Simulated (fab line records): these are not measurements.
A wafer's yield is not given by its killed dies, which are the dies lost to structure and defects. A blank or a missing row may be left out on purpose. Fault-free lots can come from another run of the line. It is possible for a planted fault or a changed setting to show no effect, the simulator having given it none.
fab line records    flow n5-finfet
record lots=7  wafers=21
route steps=1938 shown MOL_CONTACT_COAG@586 BEOL_M0_SAQP@636 BEOL_M0@721 BEOL_M1@770 BEOL_M2@867
start-h: start of the lot's first displayed wafer, in hours after the record's first day    wait-h: hours elapsed since this lot's preceding step    " identical to the entry in the row above    L1.1+2: several wafers, shown together as one row    - no value present, or no start provided    * or withheld: withheld    < > ~ a bound
route shown NAME@n: NAME is a module with steps in the file, n the number in the route of the first one    usual: mean/standard deviation taken from wafers without a fault    same: alike in all rows    chamber/n: place in a boat    sites: each site's reading    _std_site: the values' standard deviation    _edge_site: the outer-site mean with the inner-site mean subtracted    radius-mm: for every site, how far away it sits from the centre of the wafer    mask NAME#n: copy n    behind: the last tool/chamber to shape the wafer    hold: why the lot went on hold/how many hours it stayed there/how the hold came to an end    device: the transistor (n, p or np) that didn't switch    end of line: tests run on the same wafers once the route is complete    a step given without rows: its recipe and nothing more    killed: dies that structure and defects cost at the first sort, which is not the same as the wafer's yield    map: the dies of a wafer, with x for killed, . for not killed, _ for no die there
set.NAME: the setting the step ran with; set.NAME@STEP: the setting that earlier step ran with    model.NAME: the simulator's own value behind a step, which no gauge read
lots run with intentionally changed settings; tables by step, rows by wafer
## steps
# step N5_MOL_CONTACT_COAG_VIA_ETCH_46
# recipe chemistry=C4F6/O2  target-depth-a=460  overetch-a=92  mask-material=SOC  target=SiO2  bias-w=455  pressure-mtorr=10  time-s=40  source-w=325  Ar_flow_sccm=300  C4F6_flow_sccm=10  O2_flow_sccm=10  ion-energy-ev=575.3  ends=end-point
# usual rf-vpp-V=1592/31
lot.wafer  tool         chamber  start-h  wait-h  set.bias-w  rf-vpp-V
L079.1     rie-diel-02  1        129.64   0.0     455         1567
L079.4     "            2        "        "       455         1625
L079.5     "            3        "        "       455         1585
L081.2     rie-diel-02  2        138.74   0.0     455         1624
L081.3     "            1        "        "       455         1566
L081.6     "            0        "        "       455         1607
L083.1     rie-diel-02  0        155.25   0.0     489.9       1696
L083.3     "            3        "        "       455         1587
L083.5     "            0        "        "       455         1605
L086.3     rie-diel-05  3        191.14   0.0     455         1557
L086.5     "            3        "        "       427.9       1488
L086.6     "            0        "        "       427.9       1496
L090.1     rie-diel-03  1        198.85   0.0     455         1550
L090.5     "            2        "        "       522.4       1793
L090.6     "            0        "        "       455         1667
L091.1     rie-diel-02  3        203.23   0.0     530.3       1777
L091.2     "            2        "        "       530.3       1818
L091.5     "            3        "        "       455         1586
L092.4     rie-diel-05  1        211.32   0.0     455         1569
L092.5     "            2        "        "       455         1573
L092.6     "            3        "        "       455         1558
# step N5_BEOL_M0_SAQP_PECVD_96
# recipe material=a-Si  target-thk-a=450  temp-c=350  precursor=SiH4/He  pressure-torr=3  rf-w=100  time-s=45.2
lot.wafer  tool      chamber  start-h  wait-h  set.time-s  model.a-Si_of_BEOL_M0_SAQP_PECVD_96.thk-nm
L079.1     pecvd-01  2        136.84   0.0     45.2        43.4
L079.4     "         2        "        "       45.2        44
L079.5     "         0        "        "       45.2        43.6
L081.2     pecvd-04  1        146.76   0.0     45.2        44.6
L081.3     "         2        "        "       45.2        45.6
L081.6     "         2        "        "       39.52       40.2
L083.1     pecvd-01  0        163.16   0.0     47.88       46.8
L083.3     "         2        "        "       45.2        44.8
L083.5     "         0        "        "       45.2        44.6
L086.3     pecvd-04  0        200.51   0.0     42.17       41
L086.5     "         2        "        "       42.17       42.8
L086.6     "         1        "        "       42.17       42.2
L090.1     pecvd-04  0        207.15   0.0     45.2        45.6
L090.5     "         0        "        "       45.2        45.8
L090.6     "         1        "        "       38.59       39.2
L091.1     pecvd-04  0        211.99   0.0     45.2        44.8
L091.2     "         2        "        "       45.2        45.4
L091.5     "         1        "        "       38.73       39.2
L092.4     pecvd-04  0        219.25   0.0     45.2        44.8
L092.5     "         2        "        "       45.2        45.6
L092.6     "         1        "        "       45.2        45.4
# step N5_BEOL_M0_SAQP_PECVD_97
# recipe material=SiNx  target-thk-a=230  temp-c=350  precursor=SiH4/NH3/N2  pressure-torr=1.5  rf-w=300  time-s=19.9
# step N5_BEOL_M0_SAQP_PECVD_04
# recipe material=a-Si  target-thk-a=600  temp-c=350  precursor=SiH4/He  pressure-torr=3  rf-w=100  time-s=60.2
# step N5_BEOL_M0_SAQP_ETCH_101
# recipe chemistry=CH3F/O2  target=SiNx  mask-material=SiO2  target-depth-a=299  time-s=42.7  pressure-mtorr=30  source-w=395  bias-w=73  Ar_flow_sccm=150  CH3F_flow_sccm=30  O2_flow_sccm=20  ion-energy-ev=120
# step N5_BEOL_M0_SAQP_ETCH_102
# recipe chemistry=CF4  target=SiO2  target-depth-a=40  ion-energy-ev=350  time-s=4.4  pressure-mtorr=10  icp-w=800  bias-w=400  cf4-flow-sccm=80
# step N5_BEOL_M0_SAQP_MANDREL_ETCH_103
# recipe chemistry=HBr/Cl2  target=a-Si  target-depth-a=450  bt-time-s=10  stop-on=SiCN  mask-material=SiO2  over-etch-frac=0.8  time-s=27  pressure-mtorr=10  icp-w=800  bias-w=75  HBr_flow_sccm=150  Cl2_flow_sccm=80  ends=end-point
# usual oes-product-au=0.683/0.013
lot.wafer  tool       chamber  start-h  wait-h  set.time-s@BEOL_M0_SAQP_PECVD_96  oes-product-au  model.etch.depth-nm
L079.1     rie-si-04  0        139.35   0.0     45.2                              0.659           43.33
L079.4     "          3        "        "       45.2                              0.670           43.94
L079.5     "          3        "        "       45.2                              0.666           43.65
L081.2     rie-si-04  1        149.44   0.0     45.2                              0.680           44.68
L081.3     "          0        "        "       45.2                              0.674           45.62
L081.6     "          2        "        "       39.52                             0.653           40.23
L083.1     rie-si-03  0        166.68   0.0     47.88                             0.704           46.85
L083.3     "          1        "        "       45.2                              0.671           44.9
L083.5     "          0        "        "       45.2                              0.685           44.67
L086.3     rie-si-03  0        203.01   0.0     42.17                             0.655           40.99
L086.5     "          0        "        "       42.17                             0.666           42.82
L086.6     "          3        "        "       42.17                             0.658           42.12
L090.1     rie-si-03  2        209.76   0.0     45.2                              0.690           45.51
L090.5     "          1        "        "       45.2                              0.684           45.83
L090.6     "          0        "        "       38.59                             0.635           39.13
L091.1     rie-si-04  0        214.57   0.0     45.2                              0.675           44.82
L091.2     "          3        "        "       45.2                              0.680           45.43
L091.5     "          2        "        "       38.73                             0.645           39.25
L092.4     rie-si-04  0        222.21   0.0     45.2                              0.669           44.72
L092.5     "          1        "        "       45.2                              0.692           45.63
L092.6     "          2        "        "       45.2                              0.704           45.4
# step N5_BEOL_M0_TRENCH_ETCH_107
# recipe chemistry=C4F6/O2  target-depth-a=328  target=SiOC  time-s=16.4  ion-energy-ev=250  pressure-mtorr=30  source-w=355  bias-w=185  Ar_flow_sccm=300  C4F6_flow_sccm=10  O2_flow_sccm=10
lot.wafer  tool         chamber  start-h  wait-h  set.target-depth-a  model.BEOL_M0.feature-depth-nm
L079.1     rie-diel-03  2        144.21   0.0     328                 32.4
L079.4     "            1        "        "       328                 33.6
L079.5     "            2        "        "       328                 32.6
L081.2     rie-diel-02  2        160.12   0.0     328                 33.2
L081.3     "            0        "        "       292.8               29.2
L081.6     "            2        "        "       292.8               29.8
L083.1     rie-diel-02  2        176.71   0.0     328                 33.2
L083.3     "            3        "        "       328                 32.8
L083.5     "            0        "        "       358.3               35
L086.3+6   rie-diel-03  0        212.24   0.0     291.8               29
L086.5     "            2        "        "       328                 33
L090.1+5   rie-diel-05  2        215.61   0.0     328                 33
L090.6     "            3        "        "       328                 32.2
L091.1     rie-diel-03  0        219.39   0.0     328                 32.8
L091.2     "            2        "        "       290.2               29.2
L091.5     "            1        "        "       290.2               29.4
L092.4+5   rie-diel-03  2,0      228.73   0.0     328                 32.8
L092.6     "            1        "        "       328                 33.2
# step N5_BEOL_M0_ETCH_109
# recipe chemistry=CH3F/O2  target-depth-a=80  overetch-a=24  target=SiCN  time-s=27.4  ion-energy-ev=120  pressure-mtorr=30  source-w=395  bias-w=75  Ar_flow_sccm=150  CH3F_flow_sccm=30  O2_flow_sccm=20
# usual rf-vpp-V=297.6/1.8
lot.wafer  tool         chamber  start-h  wait-h  set.bias-w  rf-vpp-V
L079.1     rie-diel-02  3        144.42   0.0     75          298.8
L079.4     "            0        "        "       86.64       327.2
L079.5     "            1        "        "       86.64       324.7
L081.2     rie-diel-03  0        160.34   0.0     75          296.7
L081.3     "            3        "        "       75          295.1
L081.6     "            0        "        "       67.3        277.5
L083.1     rie-diel-02  2        176.97   0.0     75          296.1
L083.3     "            0        "        "       75          299.9
L083.5     "            3        "        "       75          299.7
L086.3     rie-diel-02  3        212.55   0.1     75          300.6
L086.5     "            2        "        "       75          295.6
L086.6     "            3        "        "       75          300.7
L090.1     rie-diel-03  2        216.02   0.2     70.9        289.5
L090.5     "            2        "        "       70.9        288.4
L090.6     "            1        "        "       75          296.5
L091.1     rie-diel-05  2        220.37   0.8     75          297.6
L091.2     "            1        "        "       79.69       307.6
L091.5     "            3        "        "       75          296.7
L092.4     rie-diel-05  0        228.94   0.0     75          298.6
L092.5     "            2        "        "       75          298.1
L092.6     "            3        "        "       75          297.9
# step N5_BEOL_M1_ETCH_64
# recipe chemistry=N2/H2  target=SOC  target-depth-a=750  overetch-a=150  mask-material=SiARC  temp-c=40  time-s=112.5  ion-energy-ev=200  pressure-mtorr=30  source-w=840  bias-w=150  n2-flow-sccm=200  h2-flow-sccm=200
lot.wafer   tool         chamber  start-h  wait-h  set.time-s
L079.1      rie-diel-06  2        151.37   0.0     127.2
L079.4+5    "            0,2      "        "       112.5
L081.2+3+6  rie-diel-06  3,1,3    166.96   0.0     112.5
L083.1      rie-diel-04  3        183.06   0.0     112.5
L083.3+5    "            1,0      "        "       101.9
L086.3+5+6  rie-diel-04  0,1,0    219.16   0.0     112.5
L090.1+6    rie-diel-01  0,3      220.61   0.0     133.9
L090.5      "            0        "        "       112.5
L091.1+2+5  rie-diel-01  3,1,1    225.46   0.0     112.5
L092.4+5+6  rie-diel-04  2,0,3    235.02   0.0     112.5
# step N5_BEOL_M1_STRIP_65
# recipe chemistry=N2/H2  temp-c=40  n2-flow-sccm=200  h2-flow-sccm=200  rf-frequency-hz=6e+07
# step N5_BEOL_M1_STRIP_75
# recipe chemistry=N2/H2  temp-c=40  n2-flow-sccm=200  h2-flow-sccm=200  rf-frequency-hz=6e+07
# step N5_BEOL_M1_STRIP_66
# recipe chemistry=CF4  resist=SiARC  power-w=300  bias-power-w=75  pressure-mtorr=50  cf4-flow-sccm=150  rf-frequency-hz=6e+07
# step N5_BEOL_M1_HM_OPEN_17
# recipe chemistry=Cl2/BCl3  target-depth-a=200  overetch-a=60  target=TiN  mask-material=SOC  ion-energy-ev=150  pressure-mtorr=10  icp-w=1000  bias-w=126  Cl2_flow_sccm=53.25  bcl3-flow-sccm=21.75  Ar_flow_sccm=25
lot.wafer  tool          chamber  start-h  wait-h  set.time-s@BEOL_M1_ETCH_64  model.etch.depth-nm
L079.1     rie-metal-01  1        151.54   0.0     127.2                       18.4
L079.4     "             0        "        "       112.5                       19.52
L079.5     "             0        "        "       112.5                       19.67
L081.2     rie-metal-02  0        167.13   0.0     112.5                       20.69
L081.3     "             1        "        "       112.5                       20.26
L081.6     "             1        "        "       112.5                       20.57
L083.1     rie-metal-03  0        183.23   0.0     112.5                       19.67
L083.3     "             0        "        "       101.9                       19.69
L083.5     "             1        "        "       101.9                       19.68
L086.3+6   rie-metal-03  1        219.38   0.1     112.5                       20.17
L086.5     "             1        "        "       112.5                       20.01
L090.1     rie-metal-03  1        220.78   0.0     133.9                       18.21
L090.5     "             1        "        "       112.5                       20.13
L090.6     "             1        "        "       133.9                       18.31
L091.1     rie-metal-01  0        225.63   0.0     112.5                       19.68
L091.2     "             1        "        "       112.5                       19.73
L091.5     "             0        "        "       112.5                       19.53
L092.4     rie-metal-02  0        235.22   0.1     112.5                       20.22
L092.5     "             1        "        "       112.5                       20.52
L092.6     "             0        "        "       112.5                       20.08
# step N5_BEOL_M1_COAT_22
# recipe resist=CAR-EUV  spin-rpm=1500  resist-thk-nm=30
lot.wafer   tool            chamber  start-h  wait-h  set.spin-rpm  model.CAR-EUV_of_BEOL_M1_COAT_22.thk-nm
L079.1+5    litho-track-05  0        -        -       1651          28.6
L079.4      "               0        "        "       1651          28.8
L081.2      litho-track-03  0        -        -       1543          29.8
L081.3+6    "               0        "        "       1543          29.6
L083.1+5    litho-track-05  0        -        -       1500          30
L083.3      "               0        "        "       1500          30.2
L086.3      litho-track-05  0        -        -       1500          30
L086.5      "               0        "        "       1607          28.8
L086.6      "               0        "        "       1607          29
L090.1      litho-track-05  0        -        -       1340          32
L090.5      "               0        "        "       1500          30.2
L090.6      "               0        "        "       1500          30
L091.1+2    litho-track-03  0        -        -       1500          29.8
L091.5      "               0        "        "       1500          30
L092.4+5+6  litho-track-03  0        -        -       1500          30
# step N5_BEOL_M1_EBR_24
# recipe solvent=PGMEA  ebr-width-mm=1.5
# step N5_BEOL_M1_SOFTBAKE_23
# recipe temp-c=110  time-s=60  resist=CAR-EUV
# step N5_BEOL_M1_EXPOSE_25
# recipe mask-id=V0  na=0.33  source-shape=quasar  sigma-inner=0.2  sigma-outer=0.8  polarization=unpolarized  defocus-nm=5  target-cd-nm=24  dose-mj=63
# step N5_BEOL_M1_PEB_26
# recipe peb-temp-c=100  peb-time-s=60  resist=CAR-EUV
# step N5_BEOL_M1_DEVELOP_27
# recipe develop-time-s=30  developer=TMAH  resist=CAR-EUV  rinse-liquid=surfactant-rinse  dry=air-spin  dev-temp-c=23
lot.wafer   tool            chamber  start-h  wait-h  set.spin-rpm@BEOL_M1_COAT_22  model.CAR-EUV_of_BEOL_M1_COAT_22.thk-nm
L079.1+4    litho-track-03  0        -        -       1651                          28.2
L079.5      "               0        "        "       1651                          28
L081.2+3+6  litho-track-05  0        -        -       1543                          29.2
L083.1+3+5  litho-track-05  0        -        -       1500                          29.6
L086.3      litho-track-02  0        -        -       1500                          29.4
L086.5+6    "               0        "        "       1607                          28.4
L090.1      litho-track-05  0        -        -       1340                          31.4
L090.5+6    "               0        "        "       1500                          29.6
L091.1+2+5  litho-track-03  0        -        -       1500                          29.4
L092.4+5+6  litho-track-03  0        -        -       1500                          29.6
# step N5_BEOL_M2_COAT_67
# recipe resist=SOC  temp-c=250  time-s=60  spin-rpm=1500  resist-thk-nm=60
lot.wafer   tool            chamber  start-h  wait-h  set.spin-rpm  model.SOC_of_BEOL_M2_COAT_67.thk-nm
L079.1+4    litho-track-03  0        172.35   0.0     1500          60
L079.5      "               0        "        "       1589          58.4
L081.2+6    litho-track-01  0        186.12   0.0     1500          60
L081.3      "               0        "        "       1548          59.2
L083.1      litho-track-04  0        194.95   0.0     1500          60.2
L083.3      "               0        "        "       1500          60
L083.5      "               0        "        "       1576          58.8
L086.3+5    litho-track-03  0        234.52   0.0     1439          61.6
L086.6      "               0        "        "       1500          60.2
L091.1+2+5  litho-track-04  0        252.35   0.0     1500          60
L090.1      litho-track-01  0        258.79   0.0     1500          60
L090.5      "               0        "        "       1581          58.6
L090.6      "               0        "        "       1581          58.4
L092.4+6    litho-track-03  0        262.14   0.0     1500          60
L092.5      "               0        "        "       1500          60.2
# step N5_BEOL_M2_COAT_22
# recipe resist=CAR-EUV  spin-rpm=1500  resist-thk-nm=30
lot.wafer   tool            chamber  start-h  wait-h  set.spin-rpm  model.CAR-EUV_of_BEOL_M2_COAT_22.thk-nm
L079.1+5    litho-track-03  0        -        -       1500          30
L079.4      "               0        "        "       1389          31.4
L081.2      litho-track-01  0        -        -       1500          30
L081.3+6    "               0        "        "       1645          28.6
L083.1      litho-track-04  0        -        -       1500          30
L083.3      "               0        "        "       1593          29
L083.5      "               0        "        "       1500          29.8
L086.3+6    litho-track-03  0        -        -       1500          30
L086.5      "               0        "        "       1454          30.4
L091.1+2+5  litho-track-04  0        -        -       1663          28.6
L090.1+6    litho-track-01  0        -        -       1500          30
L090.5      "               0        "        "       1637          28.8
L092.4+5    litho-track-03  0        -        -       1500          30
L092.6      "               0        "        "       1500          30.4
# step N5_BEOL_M2_EBR_24
# recipe solvent=PGMEA  ebr-width-mm=1.5
# step N5_BEOL_M2_SOFTBAKE_23
# recipe temp-c=110  time-s=60  resist=CAR-EUV
# step N5_BEOL_M2_EXPOSE_25
# recipe mask-id=V1  na=0.33  source-shape=quasar  sigma-inner=0.2  sigma-outer=0.8  polarization=unpolarized  defocus-nm=5  dose-mj=63
# step N5_BEOL_M2_PEB_26
# recipe peb-temp-c=100  peb-time-s=60  resist=CAR-EUV
# step N5_BEOL_M2_DEVELOP_27
# recipe develop-time-s=30  developer=TMAH  resist=CAR-EUV  rinse-liquid=surfactant-rinse  dry=air-spin  dev-temp-c=23
lot.wafer  tool            chamber  start-h  wait-h  set.spin-rpm@BEOL_M2_COAT_22  model.CAR-EUV_of_BEOL_M2_COAT_22.thk-nm
L079.1+5   litho-track-03  0        -        -       1500                          29.6
L079.4     "               0        "        "       1389                          30.8
L081.2     litho-track-03  0        -        -       1500                          29.4
L081.3+6   "               0        "        "       1645                          28.2
L083.1+5   litho-track-04  0        -        -       1500                          29.4
L083.3     "               0        "        "       1593                          28.6
L086.3+6   litho-track-03  0        -        -       1500                          29.6
L086.5     "               0        "        "       1454                          30
L091.1+5   litho-track-03  0        -        -       1663                          28.2
L091.2     "               0        "        "       1663                          28
L090.1+6   litho-track-04  0        -        -       1500                          29.6
L090.5     "               0        "        "       1637                          28.2
L092.4+5   litho-track-04  0        -        -       1500                          29.6
L092.6     "               0        "        "       1500                          29.8
# step N5_BEOL_M2_DESCUM_33
# recipe chemistry=O2  time-s=7  source-power-w=50  bias-power-w=20  pressure-mtorr=20  rf-frequency-hz=2.712e+07  temp-c=40  resist=CAR-EUV  o2-flow-sccm=225
# step N5_BEOL_M2_ETCH_77
# recipe chemistry=N2/H2  target=underlayer  target-depth-a=65  mask-material=CAR-EUV  time-s=5.2  ion-energy-ev=200  pressure-mtorr=30  source-w=840  bias-w=150  n2-flow-sccm=200  h2-flow-sccm=200  ends=cleared
lot.wafer  tool         chamber  start-h  wait-h  set.spin-rpm@BEOL_M2_COAT_22  model.CAR-EUV_of_BEOL_M2_COAT_22.thk-nm
L079.1+5   rie-diel-02  0        172.95   0.0     1500                          20.4
L079.4     "            2        "        "       1389                          21.8
L081.2     rie-diel-02  1        187.00   0.0     1500                          20.4
L081.3+6   "            2        "        "       1645                          19
L083.1+5   rie-diel-05  0        195.43   0.0     1500                          20.2
L083.3     "            3        "        "       1593                          19.2
L086.3     rie-diel-03  3        235.08   0.0     1500                          20.2
L086.5     "            1        "        "       1454                          20.6
L086.6     "            0        "        "       1500                          20.4
L091.1+5   rie-diel-03  3,0      252.84   0.0     1663                          19
L091.2     "            1        "        "       1663                          18.8
L090.1+6   rie-diel-05  1,2      259.23   0.0     1500                          20.4
L090.5     "            1        "        "       1637                          19
L092.4+5   rie-diel-02  0,1      262.70   0.0     1500                          20.4
L092.6     "            0        "        "       1500                          20.6
# step N5_BEOL_M2_ETCH_69
# recipe chemistry=CF4  target=SiARC  target-depth-a=156  mask-material=CAR-EUV  time-s=26  ion-energy-ev=80  pressure-mtorr=40  source-w=545  bias-w=36  Ar_flow_sccm=100  cf4-flow-sccm=100  ends=cleared
# step N5_BEOL_M2_ALD_98
# recipe material=SiO2  target-thk-a=25  temp-c=100  ald-precursor-family=BDEAS  ald-co-reactant=O2-plasma  pulse-time-s=1  co-reactant-pulse-time-s=1  purge-time-s=2  co-reactant-purge-time-s=2  ald-cycles=17  pressure-torr=2
# step N5_BEOL_M2_ETCHBACK_99
# recipe chemistry=CHF3  target=SiO2  target-depth-a=50  time-s=10.4  source-w=215  bias-w=47  Ar_flow_sccm=200  CHF3_flow_sccm=12  ion-energy-ev=100  pressure-mtorr=30
# step N5_BEOL_M2_ETCH_70
# recipe chemistry=N2/H2  target=SOC  target-depth-a=800  overetch-a=240  mask-material=SiARC  temp-c=40  time-s=130  ion-energy-ev=200  pressure-mtorr=30  source-w=840  bias-w=150  n2-flow-sccm=200  h2-flow-sccm=200
lot.wafer  tool         chamber  start-h  wait-h  set.spin-rpm@BEOL_M2_COAT_67  model.etch.depth-nm
L079.1     rie-diel-03  0        202.86   0.0     1500                          60.01
L079.4     "            2        "        "       1500                          60.04
L079.5     "            1        "        "       1589                          58.34
L081.2     rie-diel-03  0        215.69   0.0     1500                          59.94
L081.3     "            2        "        "       1548                          59.17
L081.6     "            0        "        "       1500                          60.02
L083.1     rie-diel-05  1        233.22   0.0     1500                          60.14
L083.3     "            2        "        "       1500                          60.03
L083.5     "            1        "        "       1576                          58.7
L090.1     rie-diel-03  2        274.83   0.0     1500                          59.91
L090.5     "            3        "        "       1581                          58.54
L090.6     "            2        "        "       1581                          58.32
L086.3     rie-diel-05  0        278.21   0.0     1439                          61.64
L086.5     "            3        "        "       1439                          61.68
L086.6     "            2        "        "       1500                          60.14
L091.1     rie-diel-02  3        278.51   0.0     1500                          60.07
L091.2     "            2        "        "       1500                          59.96
L091.5     "            3        "        "       1500                          59.92
L092.4     rie-diel-03  2        292.81   0.0     1500                          59.95
L092.5     "            2        "        "       1500                          60.22
L092.6     "            1        "        "       1500                          59.93
# step N5_BEOL_M2_STRIP_71
# recipe chemistry=N2/H2  temp-c=40  n2-flow-sccm=200  h2-flow-sccm=200  rf-frequency-hz=6e+07
# step N5_BEOL_M2_STRIP_78
# recipe chemistry=N2/H2  temp-c=40  n2-flow-sccm=200  h2-flow-sccm=200  rf-frequency-hz=6e+07
# step N5_BEOL_M2_VIA_ETCH_34
# recipe chemistry=C4F6/O2  target-depth-a=694  mask-material=SOC  pressure-mtorr=15  ion-energy-ev=250  taper-deg=4  time-s=65.9  source-w=350  bias-w=170  Ar_flow_sccm=300  C4F6_flow_sccm=10  O2_flow_sccm=10
lot.wafer  tool         chamber  start-h  wait-h  set.spin-rpm@BEOL_M2_COAT_67  model.SOC_of_BEOL_M2_COAT_67.thk-nm
L079.1     rie-diel-03  0        202.97   0.0     1500                          51.8
L079.4     "            2        "        "       1500                          51.6
L079.5     "            1        "        "       1589                          50.2
L081.2+6   rie-diel-03  0        215.79   0.0     1500                          51.8
L081.3     "            2        "        "       1548                          51
L083.1     rie-diel-05  1        233.33   0.0     1500                          52.2
L083.3     "            2        "        "       1500                          51.8
L083.5     "            1        "        "       1576                          50.8
L090.1     rie-diel-03  2        274.94   0.0     1500                          51.6
L090.5+6   "            3,2      "        "       1581                          50
L086.3     rie-diel-05  0        278.32   0.0     1439                          53.2
L086.5     "            3        "        "       1439                          53.6
L086.6     "            2        "        "       1500                          52
L091.1+5   rie-diel-02  3        278.62   0.0     1500                          51.6
L091.2     "            2        "        "       1500                          51.8
L092.4     rie-diel-03  2        292.92   0.0     1500                          51.6
L092.5+6   "            2,1      "        "       1500                          51.8
## key
split step=N5_MOL_CONTACT_COAG_VIA_ETCH_46  setting=bias-w  stated=455  by=wafer
response step=N5_MOL_CONTACT_COAG_VIA_ETCH_46  reading=rf-vpp-V  change=+12.6  per=1%  r=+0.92
split step=N5_BEOL_M0_SAQP_PECVD_96  setting=time-s  stated=45.2  by=wafer
response step=N5_BEOL_M0_SAQP_PECVD_96  reading=model.a-Si_of_BEOL_M0_SAQP_PECVD_96.thk-nm  change=+0.414  per=1%  r=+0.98
response step=N5_BEOL_M0_SAQP_MANDREL_ETCH_103  reading=oes-product-au  change=+0.00273  per=1%  r=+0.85
response step=N5_BEOL_M0_SAQP_MANDREL_ETCH_103  reading=model.etch.depth-nm  change=+0.415  per=1%  r=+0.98
split step=N5_BEOL_M0_TRENCH_ETCH_107  setting=target-depth-a  stated=328  by=wafer
response step=N5_BEOL_M0_TRENCH_ETCH_107  reading=model.BEOL_M0.feature-depth-nm  change=+0.313  per=1%  r=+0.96
split step=N5_BEOL_M0_ETCH_109  setting=bias-w  stated=75  by=wafer
response step=N5_BEOL_M0_ETCH_109  reading=rf-vpp-V  change=+1.73  per=1%  r=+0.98
split step=N5_BEOL_M1_ETCH_64  setting=time-s  stated=112.5  by=wafer
response step=N5_BEOL_M1_HM_OPEN_17  reading=model.etch.depth-nm  change=-0.0824  per=1%  r=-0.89
split step=N5_BEOL_M1_COAT_22  setting=spin-rpm  stated=1500  by=wafer
response step=N5_BEOL_M1_COAT_22  reading=model.CAR-EUV_of_BEOL_M1_COAT_22.thk-nm  change=-0.171  per=1%  r=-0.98
response step=N5_BEOL_M1_DEVELOP_27  reading=model.CAR-EUV_of_BEOL_M1_COAT_22.thk-nm  change=-0.16  per=1%  r=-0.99
split step=N5_BEOL_M2_COAT_67  setting=spin-rpm  stated=1500  by=wafer
response step=N5_BEOL_M2_COAT_67  reading=model.SOC_of_BEOL_M2_COAT_67.thk-nm  change=-0.278  per=1%  r=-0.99
response step=N5_BEOL_M2_ETCH_70  reading=model.etch.depth-nm  change=-0.289  per=1%  r=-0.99
response step=N5_BEOL_M2_VIA_ETCH_34  reading=model.SOC_of_BEOL_M2_COAT_67.thk-nm  change=-0.273  per=1%  r=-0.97
split step=N5_BEOL_M2_COAT_22  setting=spin-rpm  stated=1500  by=wafer
response step=N5_BEOL_M2_COAT_22  reading=model.CAR-EUV_of_BEOL_M2_COAT_22.thk-nm  change=-0.149  per=1%  r=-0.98
response step=N5_BEOL_M2_DEVELOP_27  reading=model.CAR-EUV_of_BEOL_M2_COAT_22.thk-nm  change=-0.141  per=1%  r=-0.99
response step=N5_BEOL_M2_ETCH_77  reading=model.CAR-EUV_of_BEOL_M2_COAT_22.thk-nm  change=-0.157  per=1%  r=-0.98
